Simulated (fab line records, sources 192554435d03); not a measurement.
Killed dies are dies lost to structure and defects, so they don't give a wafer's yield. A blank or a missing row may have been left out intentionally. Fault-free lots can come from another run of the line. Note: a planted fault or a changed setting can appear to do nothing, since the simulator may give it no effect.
A struck lot beside a sound one + flow n5Finfet + 19 steps out of a route of 1938
Sound: wafers L729.1, L729.2, L729.6. Struck: wafer L716.3; the same lot's L716.2 was not struck, so it is left out; see the end for the cause.
At each step with rows: each side's tool, then ch and its chambers, then its first start. Under that, the readings that differ: sound wafers + struck wafers + difference of the means + sigmas: that difference in standard deviations of wafers without a fault.
alike: words and numbers the same on both sides, and readings whose means are apart by under 2 such deviations; not compared: readings that were withheld, readings missing a value for some wafer, numbers with overlapping values and no deviation given by the record, and bounds like >300 which may hide the same value.
A row with sigmas, a row that says differs or no value, or rows on one side alone: a step with any of these is where the two part. Numbers that have no deviation but don't overlap get no sigmas and don't part them. A reading that every wafer of one side lacks parts them only if that side has two wafers or more.

N5_START_INSPECT_01: inspects for defects (unpatterned scan).
  sound: defectInspect-02 at day 5 18:02; struck: defectInspect-02 at day 2 12:12
  alike: rawDefectCount
then, 2 steps without rows for these wafers: N5_ZERO_LAYER_PRECLEAN_00 (cleans in SPM, time 600 s); N5_ZERO_LAYER_SRD_01 (time 30 s, dry time 30 s).
N5_ZERO_LAYER_PECVD_02: deposits SiO2 from SiH4/N2O, target thk 10 nm, time 6 s.
  sound on pecvd-04 ch 0,1, day 5 18:18; struck on pecvd-04 ch 0, day 2 12:27
  alike: heaterPowerW, showerheadPlenumPTorr
  not compared: sinceWetCleanH
then, 4 steps without rows for these wafers: N5_ZERO_LAYER_HMDS_04 (time 60 s); N5_ZERO_LAYER_COAT_05 (resist thk 1000 nm); N5_ZERO_LAYER_EBR_07; N5_ZERO_LAYER_SOFTBAKE_06 (time 90 s).
N5_ZERO_LAYER_EXPOSE_08: exposes mask ZERO, defocus 0 nm, target cd 2000 nm.
  sound on krfScanner-02 ch 0, day 5 18:37; struck on krfScanner-02 ch 0, day 2 12:46
  alike: mask, exposureDoseMJCm2, focusOffsetNm
then, 3 steps without rows for these wafers: N5_ZERO_LAYER_PEB_09; N5_ZERO_LAYER_DEVELOP_10 (develop time 60 s); N5_ZERO_LAYER_HARDBAKE_23 (time 120 s).
N5_ZERO_LAYER_CD_MEAS_11: target cd 2000 nm.
  sound on cdSem-02 ch 0, day 5 18:47; struck on cdSem-02 ch 0, day 2 12:56
| reading   | sound                | struck | difference | sigmas |
|-----------|----------------------|--------|------------|--------|
| cdNm (nm) | 1997.0 1997.7 1997.4 | 2008.7 | +11.3      | +7     |
N5_ZERO_LAYER_DESCUM_16: chemistry O2, time 7.9 s.
  sound on rieDiel-03 ch 1,3, day 5 18:53; struck on rieDiel-03 ch 0, day 2 12:58
| reading                    | sound             | struck | difference | sigmas |
|----------------------------|-------------------|--------|------------|--------|
| biasPowerW (W)             | 19.95 19.87 19.81 | 20.03  | +0.15      | +2     |
| model.ZERO_LAYER.cdNm (nm) | 1997 1997 1998    | 2009   | +12        |        |
  alike: drypumpMotorCurrentA, oesProductAu, rfVppV, showerheadPlenumPTorr, tempC, throttleValvePct
  not compared: rfHoursCounterH
N5_ZERO_LAYER_ETCH_17: etches SiO2 in CF4, target depth 12 nm, time 13.3 s.
  sound on rieDiel-03 ch 1,3, day 5 18:55; struck on rieDiel-03 ch 0, day 2 13:01
  alike: drypumpMotorCurrentA, oesProductAu, rfVppV, showerheadPlenumPTorr, throttleValvePct
  not compared: rfHoursCounterH
N5_ZERO_LAYER_ETCH_18: etches Si in HBr/Cl2, target depth 120 nm, time 40 s.
  sound on rieSi-02 ch 0,1, day 5 18:59; struck on rieSi-02 ch 2, day 2 13:05
| reading                    | sound             | struck | difference | sigmas |
|----------------------------|-------------------|--------|------------|--------|
| oesProductAu (a.u.)        | 0.999 1.008 0.995 | 0.973  | -0.028     | -2     |
| model.ZERO_LAYER.cdNm (nm) | 1997 1997 1998    | 2009   | +12        |        |
  alike: drypumpMotorCurrentA, throttleValvePct
  not compared: rfHoursCounterH
N5_ZERO_LAYER_STRIP_24: strips in O2.
  sound on plasmaAsher-02 ch 0,1, day 5 19:06; struck on plasmaAsher-01 ch 1, day 2 13:29
  alike: drypumpMotorCurrentA, heaterPowerW, oesProductAu, stripTimeToEndpointS, tempC
  not compared: rfHoursCounterH
-- here the record skips 7 days between the struck wafers' starts before and after, leaving off in module ZERO_LAYER and picking up in module BEOL_M4 (first step shown: number 1111 of the route) --
N5_BEOL_M4_RC_MEAS_101:
  sound on prober-01 ch 0, day 13 14:28; struck on prober-01 ch 0, day 9 21:12
  alike: DIBL_N, DIBL_P, IOFF_N, IOFF_P, ION_N, ION_P, SS_N, SS_P, VT_N, VT_P
-- a jump in the record: the struck wafers' starts before and after are 5 days apart (it breaks off in module BEOL_M4 and resumes in module PASSIVATION, where the first step shown is number 1936 of the route) --
N5_PASSIVATION_PROBE_49:
  sound: prober-02 at day 18 01:28; struck: prober-01 at day 14 16:02
| reading          | sound | struck | difference | sigmas |
|------------------|-------|--------|------------|--------|
| killedAtContacts | 5 6 5 | 27     | +22        | +4     |
  alike: defectLimitedYield, killed_at_M0_to_M3, killed_at_M4_up, killedAtFrontEnd, killedAtOther, killedDies, killedOnRim, killedOpen, killedShort, sort_bin_5_function, sort_bin_6_memory, sortNPass, sortYieldPct

WHERE THEY PART
First at N5_ZERO_LAYER_CD_MEAS_11; last, within this record, at N5_PASSIVATION_PROBE_49.

WHY: what had been put in by the simulator
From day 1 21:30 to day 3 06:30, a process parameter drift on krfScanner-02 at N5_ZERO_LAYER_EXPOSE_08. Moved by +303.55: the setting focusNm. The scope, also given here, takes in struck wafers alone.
